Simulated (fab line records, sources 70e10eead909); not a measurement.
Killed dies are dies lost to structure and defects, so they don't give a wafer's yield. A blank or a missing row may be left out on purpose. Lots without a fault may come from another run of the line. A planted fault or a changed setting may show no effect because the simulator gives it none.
Chamber matching | flow nand_harc | NHARC_P_ZERO_WELL_DESCUM_26 on rie_diel-05: 4 sister chambers
The step chemistry O2, time 3 s. 8 wafers are shown with their chamber, then 7 later ones without.

WAFERS WITH THEIR CHAMBER
wafer  | chamber | showerhead_plenum_p_Torr (Torr) | drypump_motor_current_A (A)
L418.6 | 3       | 1.87                            | 6.0
L419.3 | 0       | 2.03                            | 5.2
L419.6 | 3       | 1.87                            | 6.0
L420.2 | 2       | 1.89                            | 6.2
L420.3 | 1       | 1.87                            | 5.5
L420.6 | 1       | 1.87                            | 5.5
L426.1 | 2       | 1.89                            | 6.3
L426.3 | 0       | 2.02                            | 5.2

WAFERS WITHOUT THEIR CHAMBER
wafer  | showerhead_plenum_p_Torr (Torr) | drypump_motor_current_A (A)
L426.6 | 1.89                            | 6.2
L438.4 | 2.02                            | 5.2
L438.5 | 1.86                            | 5.5
L438.6 | 2.02                            | 5.2
L439.1 | 1.86                            | 5.5
L439.4 | 1.89                            | 6.2
L439.6 | 2.02                            | 5.2

WHICH CHAMBER EACH WENT THROUGH
wafer  | from the rows above | in truth
L426.6 | 2                   | 2
L438.4 | 0                   | 0
L438.5 | 1                   | 1
L438.6 | 0                   | 0
L439.1 | 1                   | 1
L439.4 | 2                   | 2
L439.6 | 0                   | 0
Placed correctly: 7 of 7. Can't be placed from these rows: 0. Placed wrongly: 0.
How it was worked out, from the rows above alone: a wafer's distance from a chamber is the root of the sum, over the readings, of the square of ((its reading less the chamber's mean) divided by the reading's scatter). The wafer belongs to the nearest chamber; if the next one is less than 2 further off, it can't be placed. A chamber's mean is the mean of its shown wafers. The scatter: the root of (the sum of the squares of (reading less its chamber's mean) over the shown wafers, divided by (wafers less chambers)).
